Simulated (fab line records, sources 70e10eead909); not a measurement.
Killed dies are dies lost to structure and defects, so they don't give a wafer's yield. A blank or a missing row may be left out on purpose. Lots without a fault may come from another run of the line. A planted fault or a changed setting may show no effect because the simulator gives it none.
fab line records | flow nand_harc | part 2 of 2: steps 23 to 34 of 34
record lots=5 wafers=15 last_day=27
route steps=1159 shown A_CONTACT@865
lots that met no fault: from a run of the same line without faults
start_h: hours from the record's first day to the start of the lot's first wafer shown | wait_h: hours since the lot's step before | " the same as in the row above | L1.1+2: a row that stands for several wafers | - no value, or no start given | * or withheld: withheld | < > ~ a bound
route shown NAME@n: a module of which the file shows steps, and the number in the route of the first | usual: mean/standard deviation of fault-free wafers | same: alike in all rows | chamber/n: place in a boat | sites: the reading at each site | _std_site: their standard deviation | _edge_site: outer sites' mean less inner sites' | radius_mm: how far each site lies from the wafer's centre | mask NAME#n: copy n | behind: the tool/chamber that last shaped the wafer | hold: why the lot was held/for how many hours/how that ended | device: the transistor (n, p or np) that didn't switch | end of line: the same wafers' tests at the end of the route | a step without rows: its recipe alone | killed: dies lost to structure and defects at the first sort, not the wafer's yield | map: a wafer's dies, x killed, . not, _ none there
set.NAME: the setting as run; set.NAME@STEP: as run at that earlier step | model.NAME: the simulator's own value behind a step, which no gauge read
lots at some steps of the route; a table a step, a row a wafer
services: from which hour (start_h, from the record's first day; less than 0 if before it) a tool's chamber was out of use, for how many hours, and why
## steps
# step NHARC_A_CONTACT_HMDS_60
# recipe time_s=30
# usual resist_line_temp_C=23.00/0.11
# columns lot.wafer tool chamber start_h wait_h resist_line_temp_C
L078.2 litho_track-06 0 - - 22.88
L078.4 " 0 " " 22.99
L078.5 " 0 " " 23.07
L075.3 litho_track-01 0 - - 22.96
L075.4 " 0 " " 23.11
L075.6 " 0 " " 23.04
L079.1 litho_track-01 0 - - 23.16
L079.2 " 0 " " 23.00
L079.3 " 0 " " 23.05
L088.3 litho_track-04 0 - - 22.79
L088.5 " 0 " " 23.11
L088.6 " 0 " " 22.82
L092.3 litho_track-04 0 - - 23.09
L092.4 " 0 " " 23.14
L092.5 " 0 " " 23.04
# step NHARC_A_CONTACT_COAT_61
# recipe temp_c=260 time_s=75
# usual resist_line_temp_C=23.00/0.098
# columns lot.wafer tool chamber start_h wait_h resist_line_temp_C
L078.2 litho_track-06 0 - - 23.14
L078.4 " 0 " " 22.95
L078.5 " 0 " " 22.94
L075.3 litho_track-01 0 - - 23.01
L075.4 " 0 " " 23.16
L075.6 " 0 " " 23.23
L079.1 litho_track-01 0 - - 22.78
L079.2 " 0 " " 22.87
L079.3 " 0 " " 22.83
L088.3 litho_track-04 0 - - 23.02
L088.5 " 0 " " 23.12
L088.6 " 0 " " 23.10
L092.3 litho_track-04 0 - - 22.89
L092.4 " 0 " " 22.82
L092.5 " 0 " " 23.08
# step NHARC_A_CONTACT_COAT_62
# recipe temp_c=225 time_s=65
# usual resist_line_temp_C=23.01/0.1
# columns lot.wafer tool chamber start_h wait_h resist_line_temp_C
L078.2 litho_track-06 0 - - 22.91
L078.4 " 0 " " 22.99
L078.5 " 0 " " 22.97
L075.3 litho_track-01 0 - - 22.95
L075.4 " 0 " " 23.05
L075.6 " 0 " " 23.07
L079.1 litho_track-01 0 - - 22.94
L079.2 " 0 " " 22.96
L079.3 " 0 " " 22.92
L088.3 litho_track-04 0 - - 23.06
L088.5 " 0 " " 22.93
L088.6 " 0 " " 22.81
L092.3 litho_track-04 0 - - 23.04
L092.4 " 0 " " 23.00
L092.5 " 0 " " 23.16
# step NHARC_A_CONTACT_COAT_63
# recipe spin_rpm=1500 resist_thk_nm=90
# usual resist_line_temp_C=22.96/0.11
# columns lot.wafer tool chamber start_h wait_h resist_line_temp_C
L078.2 litho_track-06 0 - - 22.88
L078.4 " 0 " " 22.91
L078.5 " 0 " " 23.01
L075.3 litho_track-01 0 - - 22.94
L075.4 " 0 " " 22.95
L075.6 " 0 " " 22.80
L079.1 litho_track-01 0 - - 22.86
L079.2 " 0 " " 22.98
L079.3 " 0 " " 22.85
L088.3 litho_track-04 0 - - 22.98
L088.5 " 0 " " 22.98
L088.6 " 0 " " 23.16
L092.3 litho_track-04 0 - - 23.20
L092.4 " 0 " " 22.96
L092.5 " 0 " " 23.05
# step NHARC_A_CONTACT_SOFTBAKE_64
# recipe temp_c=105 time_s=55
# usual resist_line_temp_C=23.00/0.11
# columns lot.wafer tool chamber start_h wait_h resist_line_temp_C
L078.2 litho_track-06 0 - - 23.16
L078.4 " 0 " " 23.18
L078.5 " 0 " " 23.05
L075.3 litho_track-01 0 - - 22.80
L075.4 " 0 " " 22.95
L075.6 " 0 " " 22.94
L079.1 litho_track-01 0 - - 22.95
L079.2 " 0 " " 23.02
L079.3 " 0 " " 23.05
L088.3 litho_track-04 0 - - 23.04
L088.5 " 0 " " 23.03
L088.6 " 0 " " 23.01
L092.3 litho_track-04 0 - - 23.12
L092.4 " 0 " " 22.90
L092.5 " 0 " " 22.89
# step NHARC_A_CONTACT_EBR_65
# usual resist_line_temp_C=23.00/0.089
# columns lot.wafer tool chamber start_h wait_h resist_line_temp_C
L078.2 litho_track-06 0 - - 23.02
L078.4 " 0 " " 22.99
L078.5 " 0 " " 23.07
L075.3 litho_track-01 0 - - 22.88
L075.4 " 0 " " 22.95
L075.6 " 0 " " 23.02
L079.1 litho_track-01 0 - - 22.93
L079.2 " 0 " " 23.04
L079.3 " 0 " " 23.01
L088.3 litho_track-04 0 - - 22.99
L088.5 " 0 " " 22.80
L088.6 " 0 " " 22.99
L092.3 litho_track-04 0 - - 23.01
L092.4 " 0 " " 22.98
L092.5 " 0 " " 23.07
# step NHARC_A_CONTACT_EXPOSE_66
# recipe na=1.35 sigma_outer=0.8 dose_mj=59.02 mask_id=A_CC_2
# columns lot.wafer tool chamber start_h wait_h mask
L078.2+4+5 arfi_scanner-01 0 454.06 - A_CC_2#0
L075.3+4+6 arfi_scanner-01 0 467.87 - A_CC_2#0
L079.1+2+3 arfi_scanner-01 0 483.10 - A_CC_2#0
L088.3+5+6 arfi_scanner-01 0 516.53 - A_CC_2#0
L092.3+4+5 arfi_scanner-02 0 528.69 - A_CC_2#0
# step NHARC_A_CONTACT_PEB_67
# recipe peb_temp_c=100 peb_time_s=65
# usual resist_line_temp_C=23.00/0.1
# columns lot.wafer tool chamber start_h wait_h resist_line_temp_C
L078.2 litho_track-01 0 454.11 0.1 22.86
L078.4 " 0 " " 23.00
L078.5 " 0 " " 23.18
L075.3 litho_track-04 0 467.92 0.0 22.96
L075.4 " 0 " " 23.05
L075.6 " 0 " " 23.09
L079.1 litho_track-06 0 483.15 0.1 22.88
L079.2 " 0 " " 23.09
L079.3 " 0 " " 22.94
L088.3 litho_track-04 0 516.58 0.0 22.94
L088.5 " 0 " " 22.92
L088.6 " 0 " " 22.83
L092.3 litho_track-06 0 528.74 0.0 22.97
L092.4 " 0 " " 22.95
L092.5 " 0 " " 22.97
# step NHARC_A_CONTACT_DEVELOP_68
# recipe develop_time_s=35 dev_temp_c=23
# usual resist_line_temp_C=23.00/0.094
# same develop_time_s=35
# columns lot.wafer tool chamber start_h wait_h resist_line_temp_C
L078.2 litho_track-01 0 - - 22.90
L078.4 " 0 " " 23.04
L078.5 " 0 " " 23.04
L075.3 litho_track-04 0 - - 22.97
L075.4 " 0 " " 22.97
L075.6 " 0 " " 23.05
L079.1 litho_track-06 0 - - 23.07
L079.2 " 0 " " 23.09
L079.3 " 0 " " 23.05
L088.3 litho_track-04 0 - - 22.91
L088.5 " 0 " " 22.96
L088.6 " 0 " " 22.83
L092.3 litho_track-06 0 - - 22.95
L092.4 " 0 " " 22.94
L092.5 " 0 " " 22.88
# step NHARC_A_CONTACT_CD_MEAS_69
# recipe target_cd_nm=200 landing_energy_ev=500
# usual cd_nm=200.0/0.55
# columns lot.wafer tool chamber start_h wait_h cd_nm
L078.2 cd_sem-02 0 454.19 - 200.3
L078.4 " 0 " " 201.0
L078.5 " 0 " " 200.7
L075.3 cd_sem-01 0 468.01 - 200.2
L075.4 " 0 " " 199.7
L075.6 " 0 " " 199.2
L079.1 cd_sem-02 0 483.23 - 199.4
L079.2 " 0 " " 200.2
L079.3 " 0 " " 199.5
L088.3 cd_sem-02 0 516.68 - 199.9
L088.5 " 0 " " 200.3
L088.6 " 0 " " 200.8
L092.3 cd_sem-02 0 528.83 - 200.3
L092.4 " 0 " " 199.6
L092.5 " 0 " " 200.0
# step NHARC_A_CONTACT_OVL_MEAS_70
# usual overlay_x_nm=-0.3/0.94 overlay_y_nm=0.1/0.75
# columns lot.wafer tool chamber start_h wait_h overlay_x_nm overlay_y_nm
L078.2 overlay-02 - 454.28 - 0.8 0.8
L078.4 " - " " 0.5 1.0
L078.5 " - " " 0.3 0.4
L075.3 overlay-02 - 468.10 - 0.3 0.5
L075.4 " - " " 0.3 0.7
L075.6 " - " " 0.3 0.9
L079.1 overlay-02 - 483.32 - 0.0 1.3
L079.2 " - " " 0.1 1.7
L079.3 " - " " -0.3 1.1
L088.3 overlay-01 - 516.76 - -0.3 0.4
L088.5 " - " " -0.2 0.7
L088.6 " - " " -0.1 0.4
L092.3 overlay-01 - 528.91 - 0.8 0.1
L092.4 " - " " 0.6 -0.1
L092.5 " - " " 1.2 0.6
# step NHARC_A_CONTACT_INSPECT_71
# usual raw_defect_count=29/15
# columns lot.wafer tool chamber start_h wait_h raw_defect_count
L078.2 defect_inspect-01 - 454.32 0.0 10
L078.4 " - " " 8
L078.5 " - " " 6
L075.3 defect_inspect-02 - 468.14 0.0 43
L075.4 " - " " 33
L075.6 " - " " 39
L079.1 defect_inspect-01 - 483.36 0.0 13
L079.2 " - " " 17
L079.3 " - " " 13
L088.3 defect_inspect-02 - 516.80 0.0 28
L088.5 " - " " 35
L088.6 " - " " 31
L092.3 defect_inspect-02 - 528.95 0.0 9
L092.4 " - " " 10
L092.5 " - " " 12
## services
# columns tool chamber start_h hours kind
rie_diel-05 0 423.86 - clean
rie_diel-05 1 423.86 - clean
rie_diel-05 2 423.86 - clean
rie_diel-05 3 423.86 - clean
arfi_scanner-02 - 428.00 4.0 pm
wet_bench-02 - 436.44 3.2 repair
litho_track-01 - 443.00 7.0 pm
arfi_scanner-02 - 445.39 31.4 repair
rie_diel-05 3 449.53 12.9 repair
rie_diel-04 3 461.57 8.7 repair
rie_diel-04 - 466.00 9.0 pm
litho_track-06 - 467.00 7.0 pm
har_cap_etch-01 - 467.90 0.2 repair
pecvd-03 - 473.16 13.0 pm
acl_dep-01 - 474.44 13.0 pm
pecvd-02 1 481.59 9.4 repair
wet_bench-06 - 481.64 8.0 pm
rie_diel-05 1 481.75 4.3 repair
pecvd-02 0 481.85 19.0 repair
litho_track-04 - 491.00 7.0 pm
wet_bench-03 - 498.40 8.0 pm
pecvd-03 1 499.50 6.4 repair
pecvd-02 - 515.14 13.0 pm
rie_diel-05 - 518.18 9.0 pm
